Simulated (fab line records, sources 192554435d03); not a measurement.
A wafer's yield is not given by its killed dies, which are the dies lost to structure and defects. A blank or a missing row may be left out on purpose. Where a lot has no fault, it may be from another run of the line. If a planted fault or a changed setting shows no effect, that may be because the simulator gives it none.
A struck lot beside a sound one    flow n5 finfet    36 steps out of a route of 1938
Sound: these wafers, L304.2, L304.4, L304.6. Wafers L291.1, L291.3, L291.6 were the ones struck. At the end, the cause is stated.
Each step with rows lists, per side, the tool, then ch with its chambers, then its first start. Under that, the readings that differ: sound wafers    struck wafers    difference of the means    sigmas: that difference in standard deviations of wafers without a fault.
alike: a reading whose means differ by less than 2 such deviations, as well as words and numbers matching on both sides. not compared: withheld readings; readings where some wafer has no value; bounds like >300 that might hide an equal value; numbers whose values overlap and for which the record gives no deviation.
The two part at a step that has a row with sigmas, a row that says differs or no value, or rows on one side only. Numbers that don't overlap but have no deviation are shown without sigmas and don't part them. A reading missing from all wafers of one side parts the sides only when that side holds two or more wafers.

first, 7 steps without rows for these wafers: N5_BEOL_M4_CMP_52 (polishes, stops on SiOC, t overpolish 6.8 s, target thk 40 nm); N5_BEOL_M4_PRE_CLEAN_60 (time 15 s); N5_BEOL_M4_CO_CAP_55 (material Co, precursor CCTBA/H2, target thk 2 nm, time 102.1 s); N5_BEOL_M4_PRE_CLEAN_56 (time 15 s); N5_BEOL_M4_DEP_57 (deposits SiCN from 3MS/NH3, target thk 8 nm, time 14 s); N5_BEOL_M5_ILD_DEP_00 (deposits SiCOH lowk from DEMS/porogen, target thk 140.64 nm, time 25.9 s); N5_BEOL_M5_CURE_79 (cures SiCOH lowk, time 240 s).
N5_BEOL_M5_PECVD_70: deposits SiO2 from TEOS/O2, target thk 16 nm, time 18 s.
  sound on pecvd-01 ch 0,2, day 13 09:19; struck on pecvd-01 ch 0,1,2, day 10 21:20
  alike: heater power w, showerhead plenum p Torr, throttle valve pct
then, 25 steps without rows for these wafers: N5_BEOL_M5_HM_DEP_02 (deposits TiN, target thk 20 nm); N5_BEOL_M5_COAT_59 (time 60 s, resist thk 60 nm); N5_BEOL_M5_COAT_60 (time 60 s, resist thk 12 nm); N5_BEOL_M5_COAT_71 (time 60 s, resist thk 5 nm); N5_BEOL_M5_COAT_05 (resist thk 30 nm); N5_BEOL_M5_EBR_07; N5_BEOL_M5_SOFTBAKE_06 (time 60 s); N5_BEOL_M5_EXPOSE_08 (exposes mask M5, target cd 28 nm); N5_BEOL_M5_PEB_09 (peb time 60 s); N5_BEOL_M5_DEVELOP_10 (develop time 30 s); N5_BEOL_M5_DESCUM_16 (chemistry O2, time 7 s); N5_BEOL_M5_ETCH_72 (etches underlayer in N2/H2, target depth 6.5 nm, time 5.2 s); N5_BEOL_M5_ETCH_61 (etches SiARC in CF4, target depth 15.6 nm, time 26 s); N5_BEOL_M5_ETCH_62 (etches SOC in N2/H2, target depth 75 nm, overetch 15 nm, time 112.5 s); N5_BEOL_M5_STRIP_63 (strips in N2/H2); N5_BEOL_M5_STRIP_73 (strips in N2/H2); N5_BEOL_M5_STRIP_64 (strips in CF4); N5_BEOL_M5_HM_OPEN_17 (chemistry Cl2/BCl3, target TiN, target depth 20 nm, overetch 6 nm); N5_BEOL_M5_STRIP_19 (strips in O2); N5_BEOL_M5_COAT_65 (time 60 s, resist thk 60 nm); N5_BEOL_M5_COAT_66 (time 60 s, resist thk 12 nm); N5_BEOL_M5_COAT_74 (time 60 s, resist thk 5 nm); N5_BEOL_M5_COAT_22 (resist thk 30 nm); N5_BEOL_M5_EBR_24; N5_BEOL_M5_SOFTBAKE_23 (time 60 s).
N5_BEOL_M5_HM_STRIP_39: strips TiN in peroxide tin strip, target depth 25 nm, time 158 s.
  sound on wet bench-01 ch 2,3,7, day 13 12:38; struck on wet bench-04 ch 3,4,5, day 10 23:33
reading                                     sound           struck          difference  sigmas
model.SiO2_of_BEOL_M5_PECVD_70.thk nm (nm)  15.8 16.2 15.8  32.4 32.4 32.8  +16.6       
N5_BEOL_M5_CMP_52: polishes, stops on SiCOH lowk, t overpolish 6.9 s, target thk 62 nm.
  sound on cmp-04 ch 2,3, day 13 18:51; struck on cmp-02 ch 0,1,2, day 11 06:43
reading                       sound              struck             difference  sigmas
barrier field endpoint s (s)  24.3 25.2 24.6     41.2 41.2 41.2     +16.5       +26
overpolish run s (s)          6.891 6.896 6.888  0.037 0.041 0.047  -6.850      -99 or more
  alike: clearing platen rpm, head pressure psi, motor current A, time to endpoint s
-- here the record skips 4 days between the struck wafers' starts before and after, leaving off in module BEOL_M5 and picking up in module PASSIVATION (first step shown: number 1936 of the route) --
N5_PASSIVATION_PROBE_49:
  only the struck wafers here have rows in the record (prober-01, day 14 22:55); the sound ones have none

WHERE THEY PART
First at N5_BEOL_M5_CMP_52; last, within this record, at N5_PASSIVATION_PROBE_49.

WHY: whatever the simulator had introduced
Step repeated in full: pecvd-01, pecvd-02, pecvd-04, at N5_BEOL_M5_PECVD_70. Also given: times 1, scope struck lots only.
